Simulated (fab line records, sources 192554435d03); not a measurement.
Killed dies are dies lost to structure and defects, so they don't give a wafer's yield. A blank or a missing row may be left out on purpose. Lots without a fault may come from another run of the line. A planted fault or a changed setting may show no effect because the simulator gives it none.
fab line records | flow n5_finfet
record lots=7 wafers=21
route steps=1938 shown BEOL_M15@1808 PASSIVATION@1930
start_h: hours from the record's first day to the start of the lot's first wafer shown | wait_h: hours since the lot's step before | " the same as in the row above | L1.1+2: a row that stands for several wafers | - no value, or no start given | * or withheld: withheld | < > ~ a bound
route shown NAME@n: a module of which the file shows steps, and the number in the route of the first | usual: mean/standard deviation of fault-free wafers | same: alike in all rows | chamber/n: place in a boat | sites: the reading at each site | _std_site: their standard deviation | _edge_site: outer sites' mean less inner sites' | radius_mm: how far each site lies from the wafer's centre | mask NAME#n: copy n | behind: the tool/chamber that last shaped the wafer | hold: why the lot was held/for how many hours/how that ended | device: the transistor (n, p or np) that didn't switch | end of line: the same wafers' tests at the end of the route | a step without rows: its recipe alone | killed: dies lost to structure and defects at the first sort, not the wafer's yield | map: a wafer's dies, x killed, . not, _ none there
set.NAME: the setting as run; set.NAME@STEP: as run at that earlier step | model.NAME: the simulator's own value behind a step, which no gauge read
lots whose settings were changed on purpose; a table a step, a row a wafer
## steps
# step N5_BEOL_M15_ETCH_61
# recipe chemistry=N2/H2 target=BARC target_depth_a=890 overetch_a=267 time_s=67.9 ion_energy_ev=200 pressure_mtorr=30 source_w=840 bias_w=150 n2_flow_sccm=200 h2_flow_sccm=200
# usual rf_vpp_V=524.2/2.6
# columns lot.wafer tool chamber start_h wait_h set.bias_w set.spin_rpm@BEOL_M15_COAT_22 rf_vpp_V model.coat_of_BEOL_M15_COAT_22.thk_nm
L074.3 rie_diel-03 1 245.49 0.0 161.5 1704 546.5 716.8
L074.4 " 1 " " 161.5 1704 545.4 717.6
L074.6 " 3 " " 150 1704 523.1 718.4
L075.1 rie_diel-05 3 247.12 0.0 124.6 1704 471.0 723.6
L075.2 " 0 " " 150 1603 521.0 738
L075.3 " 1 " " 150 1704 524.2 717.2
L077.2 rie_diel-06 0 257.34 0.0 126.2 1704 471.1 715.4
L077.3 " 3 " " 126.2 1798 470.1 698
L077.5 " 0 " " 126.2 1798 469.1 695.4
L078.2 rie_diel-03 0 265.95 0.0 150 1704 522.8 725.2
L078.5 " 3 " " 150 1704 521.7 721.4
L078.6 " 2 " " 150 1704 527.7 721.6
L087.1 rie_diel-06 3 321.59 0.0 150 1704 525.2 717
L087.3 " 0 " " 150 1704 522.9 716.8
L087.4 " 0 " " 150 1704 521.2 716.8
L092.3 rie_diel-03 2 358.09 0.0 165.3 1563 560.7 746.2
L092.4 " 2 " " 150 1704 527.6 713.2
L092.6 " 1 " " 165.3 1704 551.8 710.8
L097.1 rie_diel-03 2 388.77 0.0 150 1704 529.7 713.2
L097.4 " 1 " " 142.3 1704 509.2 714.2
L097.5 " 0 " " 142.3 1704 505.2 715.4
# step N5_BEOL_M15_TRENCH_ETCH_34
# recipe chemistry=C4F8/O2/Ar target=SiO2 target_depth_a=8729.3 he_inner_torr=15 he_outer_torr=30 time_s=199 ion_energy_ev=800 pressure_mtorr=20 source_w=1905 bias_w=2040 Ar_flow_sccm=400 C4F8_flow_sccm=16 O2_flow_sccm=12
# columns lot.wafer tool chamber start_h wait_h set.spin_rpm@BEOL_M15_COAT_22 model.coat_of_BEOL_M15_COAT_22.thk_nm
L074.3 rie_diel-03 1 245.54 0.0 1704 537.8
L074.4 " 1 " " 1704 539.8
L074.6 " 3 " " 1704 544.6
L075.1 rie_diel-05 3 247.17 0.0 1704 551.4
L075.2 " 0 " " 1603 559.4
L075.3 " 1 " " 1704 545.8
L077.2 rie_diel-06 0 257.39 0.0 1704 541.2
L077.3 " 3 " " 1798 518.4
L077.5 " 0 " " 1798 521
L078.2 rie_diel-03 0 266.01 0.0 1704 552.6
L078.5 " 3 " " 1704 547.2
L078.6 " 2 " " 1704 543.2
L087.1 rie_diel-06 3 321.64 0.0 1704 538
L087.3 " 0 " " 1704 545.4
L087.4 " 0 " " 1704 544.6
L092.3 rie_diel-03 2 358.14 0.0 1563 571.2
L092.4 " 2 " " 1704 538
L092.6 " 1 " " 1704 534.6
L097.1 rie_diel-03 2 388.82 0.0 1704 536.4
L097.4 " 1 " " 1704 533
L097.5 " 0 " " 1704 540
# step N5_BEOL_M15_SPUTTER_44
# recipe material=Ta target_thk_a=150 temp_c=50 bias_v=80 power_w=15000 chamber_pressure_pa=0.07 time_s=24.19
# columns lot.wafer tool chamber start_h wait_h set.power_w model.Ta_of_BEOL_M15_SPUTTER_44.thk_nm
L074.3 pvd_sputter-03 - 247.43 0.0 16750 16.8
L074.4 " - " " 15000 15
L074.6 " - " " 15000 14.8
L075.1 pvd_sputter-03 - 247.90 0.0 15000 14.8
L075.2+3 " - " " 15790 15.6
L077.2 pvd_sputter-03 - 260.26 0.0 14290 14.2
L077.3 " - " " 15000 15.2
L077.5 " - " " 14290 14.4
L078.2 pvd_sputter-02 - 267.63 0.0 16010 16.2
L078.5 " - " " 16010 16
L078.6 " - " " 15000 15
L087.1 pvd_sputter-03 - 323.19 0.0 15000 15.2
L087.3 " - " " 15000 15
L087.4 " - " " 15000 14.8
L092.3 pvd_sputter-01 - 361.33 0.0 13010 12.8
L092.4+6 " - " " 15000 14.8
L097.1 pvd_sputter-02 - 394.40 0.0 15710 15.4
L097.4 " - " " 15000 14.8
L097.5 " - " " 15710 15.6
# step N5_PASSIVATION_ETCH_54
# recipe chemistry=CHF3/O2 target=SiO2 target_depth_a=8800 CHF3_flow_sccm=50 O2_flow_sccm=5 Ar_flow_sccm=200 time_s=440 mask_material=PR pressure_mtorr=30 source_w=650 bias_w=170 ion_energy_ev=200
# usual rf_vpp_V=524/7.6
# columns lot.wafer tool chamber start_h wait_h set.bias_w rf_vpp_V
L074.3 rie_diel-02 2 259.95 0.1 170 512
L074.4 " 0 " " 170 520
L074.6 " 0 " " 151.9 476
L075.1 rie_diel-04 3 260.69 0.1 193.7 584
L075.2 " 1 " " 193.7 573
L075.3 " 2 " " 170 522
L077.2 rie_diel-01 3 271.28 0.1 186.6 573
L077.3 " 2 " " 170 538
L077.5 " 0 " " 186.6 558
L078.2 rie_diel-01 0 280.41 0.1 170 518
L078.5 " 3 " " 179.4 557
L078.6 " 0 " " 170 518
L087.1 rie_diel-04 0 338.27 0.1 170 516
L087.3 " 2 " " 170 520
L087.4 " 1 " " 170 515
L092.3 rie_diel-01 3 375.46 0.1 170 531
L092.4 " 0 " " 190.2 577
L092.6 " 1 " " 190.2 575
L097.1 rie_diel-04 1 407.45 0.1 170 515
L097.4 " 1 " " 170 515
L097.5 " 2 " " 170 519
## key
split step=N5_BEOL_M15_ETCH_61 setting=bias_w stated=150 by=wafer
response step=N5_BEOL_M15_ETCH_61 reading=rf_vpp_V change=+3.06 per=1% r=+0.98
split step=N5_BEOL_M15_SPUTTER_44 setting=power_w stated=15000 by=wafer
response step=N5_BEOL_M15_SPUTTER_44 reading=model.Ta_of_BEOL_M15_SPUTTER_44.thk_nm change=+0.158 per=1% r=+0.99
split step=N5_PASSIVATION_ETCH_54 setting=bias_w stated=170 by=wafer
response step=N5_PASSIVATION_ETCH_54 reading=rf_vpp_V change=+3.9 per=1% r=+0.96
split outside_this_file step=N5_BEOL_M15_COAT_22 setting=spin_rpm
# split outside_this_file: this setting was split too, and the file shows its column; the key of that split is in another file
